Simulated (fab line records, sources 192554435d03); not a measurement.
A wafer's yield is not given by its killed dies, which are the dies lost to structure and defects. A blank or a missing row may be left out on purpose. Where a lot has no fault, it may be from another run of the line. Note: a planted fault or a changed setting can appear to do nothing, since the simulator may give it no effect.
Split-lot trial    flow n5 finfet    on a route of 1938 steps: 7 lots, 39 wafers read

## SPLIT DETAILS
At N5_SPACER0_ALD_00 (deposits SiOCN, target thk 3.5 nm, pulse time 3 s, purge time 2 s), the setting ald cycles was moved away from the recipe's 58 on 15 of the 39 wafers read, by -12.1% to +10.3%. For the rest of the wafers, this setting stayed at what the recipe calls for.

Reading taken at the split's own step.

## THE READING
SiOCN_of_SPACER0_ALD_00.thk nm (the simulator's own value, which no gauge read), in nm, at N5_SPACER0_ALD_00 (deposits SiOCN, target thk 3.5 nm, pulse time 3 s, purge time 2 s). The file gives no usual value for it. Across the 24 wafers here that went through the recipe, the average is 3.5 nm and the standard deviation 0.094 nm.

wafer   tool, chamber at the split  ald cycles as run  against the recipe  SiOCN_of_SPACER0_ALD_00.thk nm, nm  against lot-mates on the recipe
L075.3  ald sin-03, 1               58                 recipe              3.6                                 -
L075.6  ald sin-03, 1               58                 recipe              3.6                                 -
L075.5  ald sin-03, 2               58                 recipe              3.4                                 -
L081.1  ald sin-03, 1               58                 recipe              3.6                                 -
L081.5  ald sin-03, 1               58                 recipe              3.6                                 -
L081.2  ald sin-03, 0,3,2           64                 +10.3%              3.8                                 +0.3
L081.3  ald sin-03, 0,3,2           64                 +10.3%              3.8                                 +0.3
L081.4  ald sin-03, 0,3,2           64                 +10.3%              3.8                                 +0.3
L081.6  ald sin-03, 0               58                 recipe              3.4                                 -
L082.1  ald sin-03, 3,1,2,1         58                 recipe              3.6                                 -
L082.2  ald sin-03, 3,1,2,1         58                 recipe              3.6                                 -
L082.4  ald sin-03, 3,1,2,1         58                 recipe              3.6                                 -
L082.6  ald sin-03, 3,1,2,1         58                 recipe              3.6                                 -
L082.3  ald sin-03, 0               58                 recipe              3.4                                 -
L082.5  ald sin-03, 0               58                 recipe              3.4                                 -
L084.1  ald sin-04, 2               58                 recipe              3.4                                 -
L084.2  ald sin-04, 0,3             58                 recipe              3.6                                 -
L084.4  ald sin-04, 0,3             58                 recipe              3.6                                 -
L084.3  ald sin-04, 1,0,1           61                 +5.2%               3.6                                 +0.1
L084.5  ald sin-04, 1,0,1           61                 +5.2%               3.6                                 +0.1
L084.6  ald sin-04, 1,0,1           61                 +5.2%               3.6                                 +0.1
L089.1  ald sin-03, 2,0,1           53                 -8.6%               3.2                                 -0.3
L089.4  ald sin-03, 2,0,1           53                 -8.6%               3.2                                 -0.3
L089.6  ald sin-03, 2,0,1           53                 -8.6%               3.2                                 -0.3
L089.2  ald sin-03, 1,3             58                 recipe              3.6                                 -
L089.3  ald sin-03, 1,3             58                 recipe              3.6                                 -
L089.5  ald sin-03, 2               58                 recipe              3.4                                 -
L090.1  ald sin-01, 2               51                 -12.1%              3                                   -0.6
L090.2  ald sin-01, 0,1,3           58                 recipe              3.6                                 -
L090.3  ald sin-01, 0,1,3           58                 recipe              3.6                                 -
L090.4  ald sin-01, 0,1,3           58                 recipe              3.6                                 -
L090.5  ald sin-01, 1,0             51                 -12.1%              3.2                                 -0.4
L090.6  ald sin-01, 1,0             51                 -12.1%              3.2                                 -0.4
L096.1  ald sin-01, 0,3,2           51                 -12.1%              3                                   -0.5
L096.3  ald sin-01, 0,3,2           51                 -12.1%              3                                   -0.5
L096.5  ald sin-01, 0,3,2           51                 -12.1%              3                                   -0.5
L096.2  ald sin-01, 2,3             58                 recipe              3.4                                 -
L096.6  ald sin-01, 2,3             58                 recipe              3.4                                 -
L096.4  ald sin-01, 1               58                 recipe              3.6                                 -
Rows listing several chambers each stand for several wafers; the file does not say which wafer went through which chamber.

FIT RESULTS
A straight line over all 39 wafers: SiOCN_of_SPACER0_ALD_00.thk nm changes by +0.0336 nm for each +1% of ald cycles; r = +0.91; the points scatter about the line by 0.093 nm.
The same after taking each lot's own level away (the mean of its wafers on the recipe; 39 wafers): +0.0336 nm for each +1%; r = +0.93; scatter 0.085 nm.
That fit puts the effect of the largest move of ald cycles on the reading at 0.41 nm.
From 3.47 to 3.60 nm: that is the span of the lots' own levels, equal to 1.4 times the standard deviation above.
Consequently the slope shifts little with the lot-to-lot level, the two slopes agreeing.
Check: for one of the wafers moved furthest among these (-12.1%), held out of the fit, the line's prediction against its lot-mates is -0.413 nm. It came out at -0.6 nm against them.

## FURTHER SPLITS ON THESE WAFERS
Note: prior to the reading, these wafers also went through further splits. Each is held against what the fit with the lots' levels taken away leaves over:
other split on the same wafers     wafers away from the commonest value  r with SiOCN_of_SPACER0_ALD_00.thk nm (lot level and that fit taken away)
N5_WELL_APT_IMPLANT_15 energy kev  15                                    -0.18

## FILE'S OWN FIT
SiOCN_of_SPACER0_ALD_00.thk nm changes by +0.0345 nm for each +1% of ald cycles, r = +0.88.
